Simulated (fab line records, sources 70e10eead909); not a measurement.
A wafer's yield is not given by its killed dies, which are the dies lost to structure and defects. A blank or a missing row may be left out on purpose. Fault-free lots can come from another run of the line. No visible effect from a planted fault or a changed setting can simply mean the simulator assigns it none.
Which tool did it? | flow nand-harc | Sampling: 13 lots, 37 wafers, 6 of 1159 route steps

WHAT THE GAUGES SHOWED, per wafer
NHARC_A_ZERO_WELL_CD_MEAS_10 targets a cd of 2000 nm.
lot  | measured     | on        | cd-nm (nm)
L256 | day 6 03:05  | cd-sem-03 | 1999.7 2001.3 2000.6
L257 | day 7 01:09  | cd-sem-03 | 1998.1 1998.0 1998.6
L258 | day 7 02:16  | cd-sem-02 | 2003.0 2002.2 2004.9
L263 | day 8 10:33  | cd-sem-03 | 1999.6 1999.0
L266 | day 8 17:39  | cd-sem-02 | 2000.3 2001.2
L270 | day 9 21:11  | cd-sem-01 | 1998.3 1999.5 1996.3
L268 | day 9 21:51  | cd-sem-01 | 1998.6 2000.2 1996.9
L272 | day 10 19:28 | cd-sem-03 | 1999.0 1997.0 1999.8
L271 | day 10 21:31 | cd-sem-02 | 1998.8 2000.7 2003.8
L273 | day 11 00:08 | cd-sem-01 | 2000.6 2002.2 2000.3
L274 | day 11 00:53 | cd-sem-03 | 2002.0 2002.9 2003.7
L276 | day 11 09:58 | cd-sem-01 | 2000.3 1999.6 1999.3
L279 | day 12 15:09 | cd-sem-03 | 2000.2 1999.0 2001.0

NHARC_A_SOURCE_PLATE_THK_MEAS_06: measures by ellipsometry.
lot  | measured     | on            | thk-nm (nm)
L256 | day 7 01:17  | film-metro-02 | 195.8 198.3 196.3
L257 | day 7 23:47  | film-metro-02 | 198.5 200.9 199.1
L258 | day 7 23:47  | film-metro-01 | 200.0 197.5 200.4
L263 | day 9 07:20  | film-metro-01 | 199.1 200.7
L266 | day 9 21:50  | film-metro-02 | 203.0 197.7
L270 | day 10 17:54 | film-metro-02 | 203.0 199.2 201.8
L268 | day 10 17:54 | film-metro-01 | 200.6 201.2 199.4
L272 | day 11 17:22 | film-metro-01 | 201.4 201.6 202.6
L271 | day 11 17:22 | film-metro-02 | 199.5 197.9 197.1
L273 | day 12 01:06 | film-metro-02 | 199.4 199.0 199.7
L274 | day 12 01:07 | film-metro-01 | 201.3 200.2 201.1
L276 | day 12 08:19 | film-metro-02 | 197.3 198.7 199.5
L279 | day 13 12:35 | film-metro-01 | 196.9 196.9 197.7

NHARC_A_ONON_D1_THK_MEAS_02: measures by ellipsometry.
lot  | measured     | on            | thk-nm (nm)
L256 | day 7 01:56  | film-metro-02 | 997 997 995
L257 | day 8 00:26  | film-metro-02 | 1016 1017 1017
L258 | day 8 00:25  | film-metro-01 | 1003 1003 1003
L263 | day 9 07:59  | film-metro-01 | 1000 685
L266 | day 9 22:28  | film-metro-02 | 1005 688
L270 | day 10 18:37 | film-metro-01 | 989 987 989
L268 | day 10 18:34 | film-metro-01 | 977 978 665
L272 | day 11 18:02 | film-metro-02 | 1011 1011 1010
L271 | day 11 18:02 | film-metro-01 | 996 995 994
L273 | day 12 01:44 | film-metro-01 | 1005 1005 1007
L274 | day 12 01:47 | film-metro-02 | 1005 1005 1006
L276 | day 12 08:59 | film-metro-02 | 989 989 991
L279 | day 13 13:14 | film-metro-02 | 992 993 991

NHARC_END_SORT_01.
lot  | measured     | on        | killed-at-array | killed-at-other | killed-at-periphery | killed-dies | killed-open | killed-short
L263 | day 25 11:08 | prober-02 | 18 672          | 4 2             | 4 3                 | 26 677      | 6 4         | 1 2
L266 | day 24 12:37 | prober-02 | 23 676          | 0 0             | 2 1                 | 25 677      | 2 6         | 1 3
L270 | day 24 08:51 | prober-02 | 36              | 0               | 2                   | 38          | 2           | 2
L268 | day 25 18:23 | prober-01 | 19 29 675       | 0 0 0           | 3 2 2               | 22 31 677   | 1 3 3       | 2 1 1

WHAT TOOL EACH LOT RAN ON (gives the tool, then ch and the chambers of the sampled wafers, and finally the start)
lot  | NHARC_A_ZERO_WELL_ETCH_19          | NHARC_A_ONON_D1_DEP_00
L256 | rie-diel-06 ch 0,2,3, day 6 03:21  | pecvd-onon-04 ch 0, day 7 01:25
L257 | rie-diel-05 ch 2,3, day 7 01:24    | pecvd-onon-04 ch 0, day 7 23:59
L258 | rie-diel-05 ch 0,2, day 7 02:32    | pecvd-onon-03 ch 0, day 7 23:55
L263 | rie-diel-06 ch 0,3, day 8 10:49    | pecvd-onon-03 ch 0, day 9 07:31
L266 | rie-diel-02 ch 0,3, day 8 17:54    | pecvd-onon-03 ch 0, day 9 21:58
L270 | rie-diel-05 ch 0,3, day 9 21:26    | pecvd-onon-04 ch 0, day 10 18:10
L268 | rie-diel-02 ch 0,2,3, day 9 22:08  | pecvd-onon-03 ch 0, day 10 18:07
L272 | rie-diel-05 ch 0,2,3, day 10 19:43 | pecvd-onon-02 ch 0, day 11 17:31
L271 | rie-diel-05 ch 1,2,3, day 10 21:46 | pecvd-onon-04 ch 0, day 11 17:35
L273 | rie-diel-05 ch 2,3, day 11 00:25   | pecvd-onon-04 ch 0, day 12 01:14
L274 | rie-diel-02 ch 0,1,3, day 11 01:09 | pecvd-onon-02 ch 0, day 12 01:20
L276 | rie-diel-02 ch 0,1,3, day 11 10:13 | pecvd-onon-04 ch 0, day 12 08:28
L279 | rie-diel-02 ch 1,2,3, day 12 15:23 | pecvd-onon-03 ch 0, day 13 12:50
- NHARC_A_ZERO_WELL_ETCH_19: etches the open film in N2/H2, target depth 80 nm, overetch 24 nm, time 87.88 s.
- NHARC_A_ONON_D1_DEP_00: target thk 1000 nm.

WHAT THE TOOLS THEMSELVES READ (means of the sampled wafers that have a number; where no wafer has one, the mark that the record gives instead)
NHARC_A_ZERO_WELL_ETCH_19.
lot  | tool        | drypump-motor-current-A (A) | oes-product-au (a.u.) | rf-vpp-V (V) | showerhead-plenum-p-Torr (Torr) | throttle-valve-pct (%)
L256 | rie-diel-06 | 5.5                         | 0.991                 | 431.0        | 2.04                            | 14.172
L257 | rie-diel-05 | 5.1                         | 1.000                 | 428.4        | 1.98                            | 14.168
L258 | rie-diel-05 | 5.1                         | 1.009                 | 429.2        | 1.99                            | 14.171
L263 | rie-diel-06 | 5.4                         | 0.994                 | 429.9        | 2.04                            | 14.168
L266 | rie-diel-02 | 5.8                         | 1.007                 | 429.4        | 2.00                            | 14.158
L270 | rie-diel-05 | 5.2                         | 1.015                 | 431.0        | 2.05                            | 14.167
L268 | rie-diel-02 | 5.8                         | 0.999                 | 430.4        | 2.07                            | 14.154
L272 | rie-diel-05 | 5.1                         | 1.002                 | 428.6        | 2.00                            | 14.181
L271 | rie-diel-05 | 5.5                         | 1.001                 | 429.3        | 2.00                            | 14.165
L273 | rie-diel-05 | 5.2                         | 1.000                 | 430.5        | 2.02                            | 14.168
L274 | rie-diel-02 | 5.7                         | 1.002                 | 431.1        | 2.06                            | 14.168
L276 | rie-diel-02 | 5.7                         | 1.003                 | 431.2        | 2.06                            | 14.174
L279 | rie-diel-02 | 5.6                         | 0.999                 | 432.5        | 2.13                            | 14.180

THE ANSWER, worked out from the rows above alone
Rule: what is usual is taken from the lots themselves. The widest of any qualifying gaps counts: lots, ordered by their means at a reading, are off when they make up no more than a third of the lots, leave a main group of 4 or more, and stand apart from it by 3 or more times the standard deviation of that group's means. Not used: any main group whose means are identical at the precision the tables above print for the reading. A lot without any number at a reading at which 4 lots or more have one is off too. The other lots that the step has rows for count as sound. Order of review: gauges by route order, followed by the tools' own readings, for which a lot's mean as printed above is used. The first step at which some lot is off is used, and at that step the reading that is off furthest; a lot without a number counts as furthest.
Off: L263, L266, L268 (NHARC_A_ONON_D1_THK_MEAS_02, thk-nm). The main group: mean 1000 nm, standard deviation 9.
If a tool, at a process step before that reading, ran all the lots that are off and no sound lot after the first of them, it fits. Gauges at NHARC_A_ONON_D1_THK_MEAS_02: tried the same way as those tools. None of those tried fits.

WHAT THE SIMULATOR HAD PUT IN
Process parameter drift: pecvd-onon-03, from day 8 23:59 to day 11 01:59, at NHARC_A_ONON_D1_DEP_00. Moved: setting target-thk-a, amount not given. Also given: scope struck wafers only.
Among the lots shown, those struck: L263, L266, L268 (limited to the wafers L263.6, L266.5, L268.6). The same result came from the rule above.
